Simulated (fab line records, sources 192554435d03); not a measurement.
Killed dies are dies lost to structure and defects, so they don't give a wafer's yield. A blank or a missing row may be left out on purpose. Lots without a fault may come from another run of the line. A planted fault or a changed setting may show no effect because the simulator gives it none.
Chamber matching | flow n5_finfet | N5_BEOL_M6_ETCH_65 on rie_diel-06: 4 sister chambers
The step etches SiARC in CF4, target depth 15.6 nm, time 26 s. 16 wafers are shown with their chamber, then 8 later ones without.

WAFERS WITH THEIR CHAMBER
wafer  | chamber | drypump_motor_current_A (A) | throttle_valve_pct (%) | showerhead_plenum_p_Torr (Torr)
L074.1 | 3       | 5.4                         | 15.44                  | 2.16
L074.4 | 0       | 5.7                         | 15.71                  | 2.15
L074.5 | 0       | 5.7                         | 15.71                  | 2.15
L076.1 | 3       | 5.4                         | 15.44                  | 2.16
L076.3 | 0       | 5.7                         | 15.71                  | 2.15
L076.5 | 1       | 5.8                         | 15.84                  | 2.08
L075.3 | 0       | 5.7                         | 15.73                  | 2.14
L075.5 | 3       | 5.4                         | 15.45                  | 2.16
L075.6 | 0       | 5.7                         | 15.72                  | 2.14
L084.1 | 0       | 5.8                         | 15.76                  | 2.14
L084.4 | 0       | 5.8                         | 15.75                  | 2.14
L084.5 | 3       | 5.4                         | 15.47                  | 2.15
L087.3 | 0       | 5.7                         | 15.75                  | 2.14
L087.5 | 2       | 6.8                         | 16.16                  | 2.13
L087.6 | 0       | 5.8                         | 15.77                  | 2.14
L092.1 | 3       | 5.4                         | 15.52                  | 2.15

SIGNATURES (means of the wafers above)
reading                  | chamber 0 | chamber 1 | chamber 2 | chamber 3 | scatter within a chamber
drypump_motor_current_A  | 5.733     | 5.800     | 6.800     | 5.400     | 0.0408
throttle_valve_pct       | 15.7344   | 15.8400   | 16.1600   | 15.4640   | 0.0273
showerhead_plenum_p_Torr | 2.1433    | 2.0800    | 2.1300    | 2.1560    | 0.00516
Rule: a wafer's distance from a chamber is the root of the sum, over the readings, of the square of ((its reading less the chamber's mean) divided by the reading's scatter). The wafer belongs to the nearest chamber; if the next one is less than 2 further off, it can't be placed. The scatter: the root of (the sum of the squares of (reading less its chamber's mean) over the shown wafers, divided by (wafers less chambers)).

WAFERS WITHOUT THEIR CHAMBER
wafer  | drypump_motor_current_A (A) | throttle_valve_pct (%) | showerhead_plenum_p_Torr (Torr)
L092.4 | 5.8                         | 15.80                  | 2.13
L092.5 | 5.8                         | 15.91                  | 2.07
L093.1 | 5.8                         | 15.80                  | 2.13
L093.4 | 5.4                         | 15.52                  | 2.15
L093.6 | 6.8                         | 16.19                  | 2.12
L097.2 | 5.4                         | 15.54                  | 2.14
L097.4 | 5.7                         | 15.81                  | 2.13
L097.6 | 5.4                         | 15.55                  | 2.14

WHICH CHAMBER EACH WENT THROUGH
wafer  | from the rows above | in truth
L092.4 | 0                   | 0
L092.5 | 1                   | 1
L093.1 | 0                   | 0
L093.4 | 3                   | 3
L093.6 | 2                   | 2
L097.2 | 3                   | 3
L097.4 | 0                   | 0
L097.6 | 3                   | 3
Placed correctly: 8 of 8. Can't be placed from these rows: 0. Placed wrongly: 0.
